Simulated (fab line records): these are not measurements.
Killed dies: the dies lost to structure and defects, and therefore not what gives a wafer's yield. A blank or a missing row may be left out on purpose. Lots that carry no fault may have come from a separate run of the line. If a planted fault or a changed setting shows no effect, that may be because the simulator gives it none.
fab line records -- flow n5Finfet
record: lots: 12, wafers: 30, lastDay: 18
route steps=1938 shown GATE_CUT@492 BEOL_M15@1795 MIM_BOT_ETCH@1868 PASSIVATION@1936
lots untouched by any fault: they come from a run of this same line in which no faults occurred
startH: hours from the record's first day to the start of the lot's first wafer shown -- waitH: time in hours since the lot's previous step -- " as in the row above -- L1.1+2: a row that stands for several wafers -- - no value, or no start given -- * or withheld: withheld -- < > ~ a bound
route shown NAME@n: a module of which the file shows steps, and the number in the route of the first -- usual: mean/standard deviation taken from wafers without a fault -- same: alike in all rows -- chamber/n: place in a boat -- sites: the reading at each site -- _std_site: the standard deviation of these -- _edge_site: the outer-site mean with the inner-site mean subtracted -- radiusMm: how far each site lies from the wafer's centre -- mask NAME#n: copy n -- behind: the tool/chamber that last shaped the wafer -- hold: the reason the lot was held/the length of the hold in hours/how it ended -- device: the n, p or np transistor that did not switch -- end of line: the tests these same wafers got at the end of their route -- for a step that has no rows: nothing shown but its recipe -- killed: dies that structure and defects cost at the first sort, which is not the same as the wafer's yield -- map: the dies of a wafer, with x for killed, . for not killed, _ for no die there
set.NAME: the setting the step ran with; set.NAME@STEP: the setting that earlier step ran with -- model.NAME: the simulator's own value behind a step, which no gauge read
steps of the route over a sample of lots; a table a step, a row a wafer
services: when a tool's chamber went out of use (startH, in hours from the record's first day, below 0 if earlier), for how many hours, and the reason
== steps ==
step: N5_GATE_CUT_ETCH_36
recipe: chemistry: CF4, target: SiARC, targetDepthA: 130, maskMaterial: CAR-EUV, timeS: 21.7, ionEnergyEv: 80, pressureMtorr: 40, sourceW: 545, biasW: 36, Ar_flow_sccm: 100, cf4FlowSccm: 100, ends: cleared
usual: drypumpMotorCurrentA: 5.75/0.29, etchRfOnTimeS: 21.7/0.66, mfcArSccm: 100.0/0.31, oesProductAu: 0.67/0.061, rfFwdPowerW: 531.8/1.8, rfVppV: 183.9/1.1, showerheadPlenumPTorr: 2.13/0.068, throttleValvePct: 15.58/0.26
lot.wafer,tool,chamber,startH,waitH,drypumpMotorCurrentA,etchRfOnTimeS,mfcArSccm,oesProductAu,rfFwdPowerW,rfHoursCounterH,rfVppV,showerheadPlenumPTorr,throttleValvePct
L572.3,rieDiel-05,1,90.89,0.0,5.18,21.6,99.8,0.64,526.6,145,183.0,2.06,15.86
L572.4,rieDiel-05,3,90.89,0.0,5.76,20.5,99.8,0.76,533.3,-,185.0,2.10,15.22
L573.1,rieDiel-05,1,105.94,0.0,5.19,21.9,99.7,0.64,532.7,150,182.7,2.06,15.86
L573.5,rieDiel-05,1,105.94,0.0,5.19,21.8,99.7,0.64,530.2,-,182.1,2.06,15.86
L573.6,rieDiel-05,0,105.94,0.0,5.82,22.3,99.8,0.63,529.2,-,185.2,2.13,15.66
L574.1,rieDiel-05,0,111.75,0.0,5.82,21.9,99.8,0.63,533.1,164,183.1,2.13,15.68
L574.5,rieDiel-05,0,111.75,0.0,5.78,22.3,100.4,0.63,533.2,-,185.2,2.13,15.70
L575.3,rieDiel-05,0,114.11,0.0,5.77,22.1,100.0,0.64,531.1,165,184.7,2.13,15.71
L575.6,rieDiel-05,1,114.11,0.0,5.21,21.7,100.1,0.64,530.7,-,181.9,2.06,15.88
L577.1,rieDiel-01,3,122.25,0.0,5.84,21.7,99.9,0.59,536.8,248,183.9,2.21,15.70
L577.3,rieDiel-01,0,122.25,0.0,5.65,21.9,100.3,0.74,531.5,47,182.3,2.09,15.14
L577.4,rieDiel-01,1,122.25,0.0,6.10,22.2,99.7,0.73,533.4,49,184.4,2.17,15.46
L578.1,rieDiel-01,1,130.11,0.0,6.11,22.1,99.5,0.72,530.6,50,184.3,2.17,15.48
L578.2,rieDiel-01,2,130.11,0.0,5.67,21.7,99.8,0.62,535.2,194,185.5,2.20,15.74
L578.4,rieDiel-01,0,130.11,0.0,5.68,22.2,100.0,0.73,530.6,49,183.0,2.09,15.13
L579.2,rieDiel-06,1,131.61,0.0,6.26,20.9,99.3,0.64,529.8,197,183.4,2.05,15.46
L579.5,rieDiel-06,2,131.61,0.0,6.01,21.4,99.4,0.66,530.0,-,183.4,2.06,15.60
L581.2,rieDiel-01,1,145.93,0.0,6.08,21.4,99.7,0.73,530.8,56,184.1,2.17,15.47
L581.6,rieDiel-01,1,145.93,0.0,6.08,21.5,99.7,0.72,532.7,-,185.3,2.17,15.48
L582.5,rieDiel-01,2,152.88,0.0,5.63,20.9,100.2,0.63,532.9,-,185.7,2.20,15.75
L582.6,rieDiel-01,0,152.88,0.0,5.64,21.6,99.3,0.72,529.6,-,183.4,2.09,15.14
L587.1,rieDiel-01,0,181.57,0.0,5.69,21.7,100.3,0.72,532.9,65,182.4,2.09,15.15
L587.2,rieDiel-01,3,181.57,0.0,5.85,20.8,100.0,0.85,530.1,1,184.9,2.20,15.24
L587.4,rieDiel-01,2,181.57,0.0,5.66,21.6,100.3,0.61,532.7,205,184.3,2.19,15.78
L590.1,rieDiel-01,0,200.28,0.0,5.68,21.6,100.1,0.70,531.8,72,183.7,2.08,15.16
L590.3,rieDiel-01,2,200.28,0.0,5.66,21.3,100.1,0.61,530.5,211,185.8,2.19,15.78
L590.5,rieDiel-01,2,200.28,0.0,5.65,21.6,99.3,0.60,531.5,-,183.6,2.19,15.78
L591.1,rieDiel-05,0,206.80,0.0,5.78,22.1,100.4,0.62,533.2,193,183.1,2.12,15.73
L591.2,rieDiel-05,3,206.80,0.0,5.75,20.6,99.3,0.73,532.7,93,183.1,2.08,15.29
L591.5,rieDiel-05,3,206.80,0.0,5.74,20.4,99.9,0.72,532.1,-,183.5,2.08,15.28
step: N5_BEOL_M15_ETCH_57
recipe: chemistry: N2/H2, target: SOC, sourceW: 3000, biasW: 350, timeS: 750, ionEnergyEv: 200, pressureMtorr: 30, n2FlowSccm: 200, h2FlowSccm: 200
usual: drypumpMotorCurrentA: 5.78/0.24, h2FlowSccm: 200.0/0.58, n2FlowSccm: 200.0/0.63, oesProductAu: 0.80/0.081, rfFwdPowerW: 2997/8.1, rfVppV: 523.8/2.6, showerheadPlenumPTorr: 2.54/0.084, throttleValvePct: 17.71/0.27
lot.wafer,tool,chamber,startH,waitH,drypumpMotorCurrentA,h2FlowSccm,n2FlowSccm,oesProductAu,rfFwdPowerW,rfHoursCounterH,rfVppV,showerheadPlenumPTorr,throttleValvePct
L572.3,rieDiel-06,0,270.59,-,5.90,199.6,199.1,0.72,2993,170,525.8,2.63,17.88
L572.4,rieDiel-06,1,270.59,-,6.25,200.0,200.0,0.72,3003,233,518.7,2.42,17.65
L575.3,rieDiel-01,3,314.70,-,5.86,201.5,201.3,0.87,3001,42,526.6,2.56,17.22
L575.6,rieDiel-01,1,314.70,-,6.15,200.4,200.0,0.80,2992,-,523.8,2.58,17.93
L574.1,rieDiel-06,3,316.77,-,5.41,200.2,199.8,0.80,3005,85,527.8,2.68,17.82
L574.5,rieDiel-06,1,316.77,-,6.23,199.6,200.7,0.71,2992,-,518.9,2.41,17.66
L573.1,rieDiel-06,2,325.53,-,6.01,200.3,200.0,0.74,2979,160,521.5,2.46,18.17
L573.5,rieDiel-06,3,325.53,-,5.41,200.7,200.6,0.80,2996,-,528.3,2.68,17.81
L573.6,rieDiel-06,0,325.53,-,5.89,200.1,199.5,0.72,2994,-,527.5,2.62,17.92
L577.1,rieDiel-06,3,333.79,-,5.44,200.6,198.9,0.81,3006,90,526.8,2.68,17.82
L577.3,rieDiel-06,2,333.79,-,6.02,199.8,200.2,0.73,3013,162,520.6,2.46,18.17
L577.4,rieDiel-06,1,333.79,-,6.27,199.9,200.3,0.72,2998,249,518.7,2.41,17.67
L578.1,rieDiel-05,2,334.19,-,5.67,200.0,200.4,0.93,2996,17,520.9,2.49,17.70
L578.2,rieDiel-05,0,334.19,-,5.76,200.9,200.7,0.70,2997,229,522.4,2.50,17.83
L578.4,rieDiel-05,1,334.19,-,5.17,200.7,199.6,0.68,2997,217,518.2,2.39,17.91
L579.2,rieDiel-01,3,351.25,-,5.85,199.4,200.5,0.84,3011,55,525.7,2.55,17.23
L579.5,rieDiel-01,3,351.25,-,5.86,200.3,199.9,0.84,3007,-,524.9,2.55,17.23
L581.2,rieDiel-06,0,356.04,-,5.89,200.3,201.2,0.70,2995,197,526.8,2.62,17.94
L581.6,rieDiel-06,2,356.04,-,6.02,200.0,200.8,0.72,3008,-,521.9,2.45,18.19
L582.5,rieDiel-01,3,366.98,-,5.83,199.8,199.2,0.83,2996,-,524.4,2.55,17.24
L582.6,rieDiel-01,1,366.98,-,6.11,199.2,200.5,0.77,3005,-,523.5,2.57,17.97
L590.1,rieDiel-05,0,399.33,-,5.76,199.9,200.1,0.69,3015,248,521.8,2.49,17.86
L590.3,rieDiel-05,1,399.33,-,5.18,200.1,199.7,0.67,2986,237,520.5,2.38,17.95
L590.5,rieDiel-05,3,399.33,-,5.79,199.4,201.5,0.77,3005,-,520.6,2.45,17.55
L587.1,rieDiel-01,0,406.38,-,5.66,200.3,200.5,0.75,3000,137,520.4,2.44,17.41
L587.2,rieDiel-01,2,406.38,-,5.67,200.8,199.0,0.90,2998,20,525.0,2.61,17.78
L587.4,rieDiel-01,1,406.38,-,6.07,200.7,199.9,0.77,2999,131,525.5,2.56,17.99
L591.1,rieDiel-06,1,409.47,-,6.28,199.0,199.0,0.95,2992,17,527.6,2.72,17.22
L591.2,rieDiel-06,2,409.47,-,6.01,199.8,200.1,0.71,3004,189,520.8,2.44,18.20
L591.5,rieDiel-06,0,409.47,-,5.90,200.8,199.9,0.70,2986,-,528.0,2.61,17.97
step: N5_MIM_BOT_ETCH_ETCH_00
recipe: chemistry: Cl2/BCl3, target: TiN, targetDepthA: 455, ionEnergyEv: 150, pressureMtorr: 10, icpW: 1000, biasW: 126, Cl2_flow_sccm: 53.25, bcl3FlowSccm: 21.75, Ar_flow_sccm: 25
usual: drypumpMotorCurrentA: 5.6/0.4, heBacksideLeakSccm: 3.40/0.16, mfcArSccm: 25.00/0.082, oesProductAu: 0.82/0.085, rfFwdPowerW: 994/3.2, throttleValvePct: 22.0/0.31
lot.wafer,tool,chamber,startH,waitH,drypumpMotorCurrentA,heBacksideLeakSccm,mfcArSccm,oesProductAu,rfFwdPowerW,rfHoursCounterH,throttleValvePct
L572.3,rieMetal-01,0,280.22,0.1,5.6,3.33,25.16,0.80,988,-,21.9
L572.4,rieMetal-01,1,280.22,0.1,6.0,3.19,25.01,0.84,1000,-,22.1
L575.3,rieMetal-01,1,324.40,0.1,6.1,3.31,25.07,0.83,994,-,22.1
L575.6,rieMetal-01,1,324.40,0.1,6.0,3.08,25.03,0.84,995,-,22.1
L574.1,rieMetal-02,1,326.64,0.1,4.8,3.64,24.89,0.67,991,90,22.2
L574.5,rieMetal-02,0,326.64,0.1,5.8,3.27,24.98,0.95,997,-,22.1
L573.1,rieMetal-03,1,337.98,0.1,5.7,3.60,25.01,0.83,993,11,22.2
L573.5,rieMetal-03,1,337.98,0.1,5.7,3.58,25.01,0.82,990,-,22.2
L573.6,rieMetal-03,0,337.98,0.1,5.7,3.18,25.02,0.89,996,-,21.2
L577.1,rieMetal-02,1,345.60,0.1,4.8,3.54,24.95,0.66,989,91,22.3
L577.3,rieMetal-02,0,345.60,0.1,5.8,3.47,25.06,0.93,993,-,22.1
L577.4,rieMetal-02,1,345.60,0.1,4.8,3.44,24.95,0.66,994,-,22.3
L578.1,rieMetal-03,1,345.90,0.1,5.7,3.50,24.99,0.82,997,12,22.2
L578.2,rieMetal-03,0,345.90,0.1,5.8,3.27,24.98,0.89,994,13,21.2
L578.4,rieMetal-03,1,345.90,0.1,5.7,3.49,24.85,0.83,998,-,22.2
L579.2,rieMetal-02,0,362.97,0.1,5.8,3.41,24.87,0.92,997,9,22.1
L579.5,rieMetal-02,0,362.97,0.1,5.8,3.31,24.88,0.93,991,-,22.1
L581.2,rieMetal-01,1,367.37,0.1,6.0,3.35,24.83,0.81,996,22,22.1
L581.6,rieMetal-01,0,367.37,0.1,5.6,3.37,25.01,0.77,988,-,21.9
L582.5,rieMetal-02,0,376.53,0.1,5.8,3.47,24.95,0.91,997,-,22.1
L582.6,rieMetal-02,1,376.53,0.1,4.8,3.53,24.90,0.66,988,-,22.3
L590.1,rieMetal-01,0,408.63,0.1,5.6,3.49,25.06,0.76,990,36,21.9
L590.3,rieMetal-01,1,408.63,0.1,6.0,3.50,25.11,0.79,1000,-,22.2
L590.5,rieMetal-01,0,408.63,0.1,5.6,3.49,25.04,0.75,993,-,21.9
L587.1,rieMetal-03,1,418.49,0.1,5.7,3.57,24.89,0.78,993,19,22.2
L587.2,rieMetal-03,0,418.49,0.1,5.7,3.20,24.90,0.85,996,20,21.2
L587.4,rieMetal-03,1,418.49,0.1,5.7,3.65,25.03,0.78,990,-,22.2
L591.1,rieMetal-01,1,419.12,0.1,6.0,3.22,25.04,0.79,1000,28,22.1
L591.2,rieMetal-01,0,419.12,0.1,5.6,3.29,25.18,0.75,993,37,21.9
L591.5,rieMetal-01,0,419.12,0.1,5.6,3.35,25.11,0.75,991,-,21.9
step: N5_PASSIVATION_PROBE_49
usual: defectLimitedYield: 91.2/1.4, killed_at_M0_to_M3: 34/9.3, killed_at_M4_up: 14/5.9, killedAtContacts: 14/5.7, killedAtFrontEnd: 38/10, killedAtOther: 4/3.2, killedDies: 104/17, killedOpen: 67/13, killedShort: 33/6.9, sort_bin_5_function: 5.2/1, sort_bin_6_memory: 3.3/0.61, sort_bin_8_speed: 0.3/1.8, sortNPass: 1069/52, sortYieldPct: 91/4.4
same: grossDies: 1180, killedAtBackSide: 0, sort_bin_4_leakage[%]: 0
lot.wafer,tool,chamber,startH,waitH,defectLimitedYield[%],killed_at_M0_to_M3,killed_at_M4_up,killedAtContacts,killedAtFrontEnd,killedAtOther,killedDies,killedOpen,killedShort,sort_bin_5_function[%],sort_bin_6_memory[%],sort_bin_8_speed[%],sortNPass,sortYieldPct[%]
L590.1,prober-02,-,417.78,0.0,83.7,36,8,16,128,4,192,63,36,10.3,4.5,0,988,84
L590.3,prober-02,-,417.88,0.1,83.8,28,13,10,139,1,191,59,37,10.4,4.8,0,989,84
L590.5,prober-02,-,417.98,0.2,78.0,30,14,30,155,31,260,87,40,15.1,4.9,0,920,78
L587.1,prober-02,-,428.36,0.0,82.6,24,15,12,148,6,205,72,43,11.0,5.2,0,975,83
L587.2,prober-02,-,428.41,0.1,85.5,30,13,9,118,1,171,95,34,9.4,4.2,0,1009,86
L587.4,prober-02,-,428.51,0.2,84.9,31,8,4,134,1,178,59,30,9.5,3.6,0,1002,85
killed by level:class
L590.1 GATE_CUT:unspecified=89 MOL_CONTACT_COAG:geometricParticle:open=12 DUMMY_GATE:geometricParticle:open=10 BEOL_M0_SAQP:geometricParticle:short=9 FIN_SAQP:geometricParticle:open=7 BEOL_M1:geometricParticle:open=7 BEOL_M0_SAQP:geometricParticle:open=5 GATE_CUT:geometricParticle:short=5
L590.3 GATE_CUT:unspecified=90 FIN_SAQP:geometricParticle:open=15 FIN_SAQP:geometricParticle:short=11 BEOL_M0_SAQP:geometricParticle:open=10 MOL_CONTACT_COAG:geometricParticle:open=8 BEOL_M2:geometricParticle:open=7 GATE_CUT:geometricParticle:short=6 BEOL_M0_SAQP:geometricParticle:short=6
L590.5 GATE_CUT:unspecified=99 PASSIVATION:areaEtch=28 MOL_CONTACT_COAG:geometricParticle:open=24 FIN_SAQP:geometricParticle:open=20 FIN_SAQP:geometricParticle:short=11 BEOL_M0_SAQP:geometricParticle:short=11 ILD0:geometricParticle:open=7 BEOL_M0_SAQP:geometricParticle:open=7
L587.1 GATE_CUT:unspecified=90 STI_FIN_REVEAL:geometricParticle:open=20 FIN_SAQP:geometricParticle:short=9 MOL_CONTACT_COAG:geometricParticle:open=9 BEOL_M2:geometricParticle:open=7 BEOL_M4:geometricParticle:open=7 FIN_SAQP:geometricParticle:open=6 BEOL_M2:geometricParticle:short=6
L587.2 STI_FIN_REVEAL:geometricParticle:open=49 GATE_CUT:unspecified=41 STI_FIN_REVEAL:geometricParticle:short=11 MOL_CONTACT_COAG:geometricParticle:open=7 BEOL_M0_SAQP:geometricParticle:open=7 BEOL_M5:geometricParticle:open=7 BEOL_M2:geometricParticle:open=6 BEOL_M0_SAQP:geometricParticle:short=5
L587.4 GATE_CUT:unspecified=88 STI_FIN_REVEAL:geometricParticle:open=15 FIN_SAQP:geometricParticle:open=8 BEOL_M0_SAQP:geometricParticle:short=7 BEOL_M0_SAQP:geometricParticle:open=7 STI_FIN_REVEAL:geometricParticle:short=5 GATE_CUT:geometricParticle:short=5 BEOL_M1:geometricParticle:open=4
== services ==
tool,chamber,startH,hours,kind
rieMetal-01,-,67.95,0.4,repair
rieDiel-05,2,86.52,6.5,repair
rieDiel-06,-,132.24,0.2,repair
rieDiel-01,2,137.63,13.2,repair
rieDiel-06,-,142.13,0.4,repair
rieMetal-02,-,144.65,0.8,repair
rieDiel-01,3,145.39,3.7,repair
rieDiel-05,3,162.96,6.1,repair
rieDiel-05,2,176.92,13.9,repair
rieDiel-06,0,177.68,4.9,repair
rieDiel-06,-,185.73,0.7,repair
rieDiel-01,3,191.61,6.5,repair
rieMetal-02,-,204.99,0.6,repair
rieMetal-01,-,219.62,2.8,pm
rieDiel-01,1,226.27,14.9,repair
rieDiel-01,3,231.16,2.1,repair
rieDiel-01,1,243.55,4.0,repair
rieDiel-05,2,283.64,2.9,repair
rieDiel-05,2,290.80,7.5,repair
rieMetal-02,0,304.83,6.8,repair
rieDiel-05,2,344.91,8.1,repair
rieDiel-01,1,352.91,9.1,repair
rieDiel-01,0,360.33,9.2,repair
rieMetal-03,-,392.47,2.8,pm
== key ==
firstSign: step: N5_PASSIVATION_PROBE_49, reading: killedAtFrontEnd, direction: up, sigmas: 9.4, usual: 38, struck: 137
effect: step: N5_PASSIVATION_PROBE_49, reading: defectLimitedYield, direction: down, sigmas: 5.6, usual: 91.2, struck: 83.1
moreKillsBornAt: N5_GATE_CUT_ETCH_36@rieDiel-01: 497
metAt N5_GATE_CUT_ETCH_36
struckLots L587,L590
baselineLoss: step: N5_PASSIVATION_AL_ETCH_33, wafers: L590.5
notActingAt N5_BEOL_M15_ETCH_57,N5_MIM_BOT_ETCH_ETCH_00
onsetBetween 152.88 181.57
fault: kind: chamberParticleSource, tool: rieDiel-01, chamber: -, onsetH: 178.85, steps: N5_GATE_CUT_ETCH_36, ratePerVisitCm2: 0.38525, endH: 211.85
baselineLoss: these wafers lose ten dies or more at that step, a loss of the line's own and not of a fault; the sort's usual values leave them out
